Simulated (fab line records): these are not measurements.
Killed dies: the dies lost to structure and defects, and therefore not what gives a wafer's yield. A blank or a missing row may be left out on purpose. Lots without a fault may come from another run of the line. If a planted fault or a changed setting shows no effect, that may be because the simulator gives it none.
Split-lot trial || flow n5Finfet || route with 1938 steps; 7 lots, 21 wafers read

ON THE SPLIT
At N5_BEOL_M11_COAT_59 (time 60 s, resist thk 100 nm), the setting spinRpm was moved away from the recipe's 1500 rpm on 5 of the 21 wafers read, by -5.8% to +7.5%. This setting was run at the recipe's value on the other wafers.

FROM THE SPLIT TO THE READING: what the file shows between them, 5 steps
- N5_BEOL_M11_DESCUM_16: chemistry O2, time 7.9 s (also split here: timeS)
- N5_BEOL_M11_ETCH_61: etches SiARC in CF4, target depth 39 nm, time 65 s
- N5_BEOL_M11_ETCH_62: etches SOC in N2/H2, target depth 110 nm, overetch 22 nm, time 165 s
- N5_BEOL_M11_STRIP_68: strips in N2/H2
- N5_BEOL_M11_STRIP_67: strips in CF4

THE READING
SOC_of_BEOL_M11_COAT_59.thkNm (the simulator's own value, which no gauge read), in nm, at N5_BEOL_M11_HM_OPEN_17 (chemistry Cl2/BCl3, target TiN, target depth 20 nm, overetch 6 nm). The file gives no usual value for it. The 16 wafers here that ran the recipe average 92.2 nm, standard deviation 0.24 nm.

{"wafer": "L074.3", "tool, chamber at the split": "lithoTrack-04, 0", "spinRpm as run, rpm": 1500, "against the recipe": "recipe", "SOC_of_BEOL_M11_COAT_59.thkNm, nm": 92.4, "against lot-mates on the recipe": "-"}
{"wafer": "L074.5", "tool, chamber at the split": "lithoTrack-04, 0", "spinRpm as run, rpm": 1450, "against the recipe": "-3.3%", "SOC_of_BEOL_M11_COAT_59.thkNm, nm": 94, "against lot-mates on the recipe": "+1.5"}
{"wafer": "L074.6", "tool, chamber at the split": "lithoTrack-04, 0", "spinRpm as run, rpm": 1500, "against the recipe": "recipe", "SOC_of_BEOL_M11_COAT_59.thkNm, nm": 92.6, "against lot-mates on the recipe": "-"}
{"wafer": "L076.2", "tool, chamber at the split": "lithoTrack-03, 0", "spinRpm as run, rpm": 1413, "against the recipe": "-5.8%", "SOC_of_BEOL_M11_COAT_59.thkNm, nm": 95.2, "against lot-mates on the recipe": "+3.2"}
{"wafer": "L076.4", "tool, chamber at the split": "lithoTrack-03, 0", "spinRpm as run, rpm": 1500, "against the recipe": "recipe", "SOC_of_BEOL_M11_COAT_59.thkNm, nm": 92, "against lot-mates on the recipe": "-"}
{"wafer": "L076.5", "tool, chamber at the split": "lithoTrack-03, 0", "spinRpm as run, rpm": 1500, "against the recipe": "recipe", "SOC_of_BEOL_M11_COAT_59.thkNm, nm": 92, "against lot-mates on the recipe": "-"}
{"wafer": "L087.1", "tool, chamber at the split": "lithoTrack-02, 0", "spinRpm as run, rpm": 1425, "against the recipe": "-5.0%", "SOC_of_BEOL_M11_COAT_59.thkNm, nm": 94.8, "against lot-mates on the recipe": "+2.8"}
{"wafer": "L087.5", "tool, chamber at the split": "lithoTrack-02, 0", "spinRpm as run, rpm": 1500, "against the recipe": "recipe", "SOC_of_BEOL_M11_COAT_59.thkNm, nm": 92, "against lot-mates on the recipe": "-"}
{"wafer": "L087.6", "tool, chamber at the split": "lithoTrack-02, 0", "spinRpm as run, rpm": 1500, "against the recipe": "recipe", "SOC_of_BEOL_M11_COAT_59.thkNm, nm": 92, "against lot-mates on the recipe": "-"}
{"wafer": "L088.1", "tool, chamber at the split": "lithoTrack-03, 0", "spinRpm as run, rpm": 1500, "against the recipe": "recipe", "SOC_of_BEOL_M11_COAT_59.thkNm, nm": 92, "against lot-mates on the recipe": "-"}
{"wafer": "L088.6", "tool, chamber at the split": "lithoTrack-03, 0", "spinRpm as run, rpm": 1500, "against the recipe": "recipe", "SOC_of_BEOL_M11_COAT_59.thkNm, nm": 92, "against lot-mates on the recipe": "-"}
{"wafer": "L088.3", "tool, chamber at the split": "lithoTrack-03, 0", "spinRpm as run, rpm": 1500, "against the recipe": "recipe", "SOC_of_BEOL_M11_COAT_59.thkNm, nm": 92.2, "against lot-mates on the recipe": "-"}
{"wafer": "L090.3", "tool, chamber at the split": "lithoTrack-03, 0", "spinRpm as run, rpm": 1500, "against the recipe": "recipe", "SOC_of_BEOL_M11_COAT_59.thkNm, nm": 92.4, "against lot-mates on the recipe": "-"}
{"wafer": "L090.4", "tool, chamber at the split": "lithoTrack-03, 0", "spinRpm as run, rpm": 1500, "against the recipe": "recipe", "SOC_of_BEOL_M11_COAT_59.thkNm, nm": 92.8, "against lot-mates on the recipe": "-"}
{"wafer": "L090.6", "tool, chamber at the split": "lithoTrack-03, 0", "spinRpm as run, rpm": 1612, "against the recipe": "+7.5%", "SOC_of_BEOL_M11_COAT_59.thkNm, nm": 89.2, "against lot-mates on the recipe": -3.4}
{"wafer": "L091.2", "tool, chamber at the split": "lithoTrack-04, 0", "spinRpm as run, rpm": 1500, "against the recipe": "recipe", "SOC_of_BEOL_M11_COAT_59.thkNm, nm": 92, "against lot-mates on the recipe": "-"}
{"wafer": "L091.3", "tool, chamber at the split": "lithoTrack-04, 0", "spinRpm as run, rpm": 1500, "against the recipe": "recipe", "SOC_of_BEOL_M11_COAT_59.thkNm, nm": 92.2, "against lot-mates on the recipe": "-"}
{"wafer": "L091.5", "tool, chamber at the split": "lithoTrack-04, 0", "spinRpm as run, rpm": 1500, "against the recipe": "recipe", "SOC_of_BEOL_M11_COAT_59.thkNm, nm": 92.2, "against lot-mates on the recipe": "-"}
{"wafer": "L092.3", "tool, chamber at the split": "lithoTrack-04, 0", "spinRpm as run, rpm": 1500, "against the recipe": "recipe", "SOC_of_BEOL_M11_COAT_59.thkNm, nm": 92.4, "against lot-mates on the recipe": "-"}
{"wafer": "L092.5", "tool, chamber at the split": "lithoTrack-04, 0", "spinRpm as run, rpm": 1500, "against the recipe": "recipe", "SOC_of_BEOL_M11_COAT_59.thkNm, nm": 92.4, "against lot-mates on the recipe": "-"}
{"wafer": "L092.6", "tool, chamber at the split": "lithoTrack-04, 0", "spinRpm as run, rpm": 1426, "against the recipe": "-4.9%", "SOC_of_BEOL_M11_COAT_59.thkNm, nm": 94.8, "against lot-mates on the recipe": "+2.4"}

THE FIT
A straight line over all 21 wafers: SOC_of_BEOL_M11_COAT_59.thkNm changes by -0.471 nm for each +1% of spinRpm; r = -0.98; the points scatter about the line by 0.26 nm.
The same after taking each lot's own level away (the mean of its wafers on the recipe; 21 wafers): -0.496 nm for each +1%; r = -0.99; scatter 0.15 nm.
According to that fit, moving spinRpm by its largest amount changes the reading by 3.7 nm.
The lots' own levels span 92.00 to 92.60 nm, that is 2.5 times the standard deviation above.
So the lot-to-lot level changes the slope little: the two slopes agree.
Check: -3.94 nm against its lot-mates is what the line predicts for one of the wafers moved furthest among these (+7.5%) when that wafer is left out of the fit. Against them it came out at -3.4 nm.

ADDITIONAL SPLITS CARRIED BY THESE WAFERS
These wafers also went through other splits before the reading. Each is held against what the fit with the lots' levels taken away leaves over:
{"other split on the same wafers": "N5_BEOL_M8_DESCUM_16 timeS", "wafers away from the commonest value": 7, "r with SOC_of_BEOL_M11_COAT_59.thkNm (lot level and that fit taken away)": -0.05}
{"other split on the same wafers": "N5_BEOL_M9_ETCH_66 biasW", "wafers away from the commonest value": 9, "r with SOC_of_BEOL_M11_COAT_59.thkNm (lot level and that fit taken away)": "+0.07"}
{"other split on the same wafers": "N5_BEOL_M9_TRENCH_ETCH_37 biasW", "wafers away from the commonest value": 8, "r with SOC_of_BEOL_M11_COAT_59.thkNm (lot level and that fit taken away)": "+0.40"}
{"other split on the same wafers": "N5_BEOL_M10_COAT_59 spinRpm", "wafers away from the commonest value": 8, "r with SOC_of_BEOL_M11_COAT_59.thkNm (lot level and that fit taken away)": -0.04}
{"other split on the same wafers": "N5_BEOL_M10_DESCUM_16 timeS", "wafers away from the commonest value": 6, "r with SOC_of_BEOL_M11_COAT_59.thkNm (lot level and that fit taken away)": "+0.18"}
{"other split on the same wafers": "N5_BEOL_M11_DESCUM_16 timeS", "wafers away from the commonest value": 9, "r with SOC_of_BEOL_M11_COAT_59.thkNm (lot level and that fit taken away)": "+0.08"}

THE WHOLE CHAIN: every reading that the file lists as answering this split, in the file's order
{"step": "N5_BEOL_M11_COAT_59", "what it does": "time 60 s, resist thk 100 nm", "reading": "SOC_of_BEOL_M11_COAT_59.thkNm (the simulator's own value, which no gauge read)", "change (the file's fit)": "-0.495 nm for each +1% of the setting", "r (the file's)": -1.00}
{"step": "N5_BEOL_M11_ETCH_62", "what it does": "etches SOC in N2/H2, target depth 110 nm, overetch 22 nm, time 165 s", "reading": "etch.depthNm (the simulator's own value, which no gauge read)", "change (the file's fit)": "-0.503 nm for each +1% of the setting", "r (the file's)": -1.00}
{"step": "N5_BEOL_M11_HM_OPEN_17", "what it does": "chemistry Cl2/BCl3, target TiN, target depth 20 nm, overetch 6 nm", "reading": "SOC_of_BEOL_M11_COAT_59.thkNm (the simulator's own value, which no gauge read)", "change (the file's fit)": "-0.499 nm for each +1% of the setting", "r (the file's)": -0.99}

FILE'S OWN FIT
SOC_of_BEOL_M11_COAT_59.thkNm changes by -0.499 nm for each +1% of spinRpm, r = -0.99.
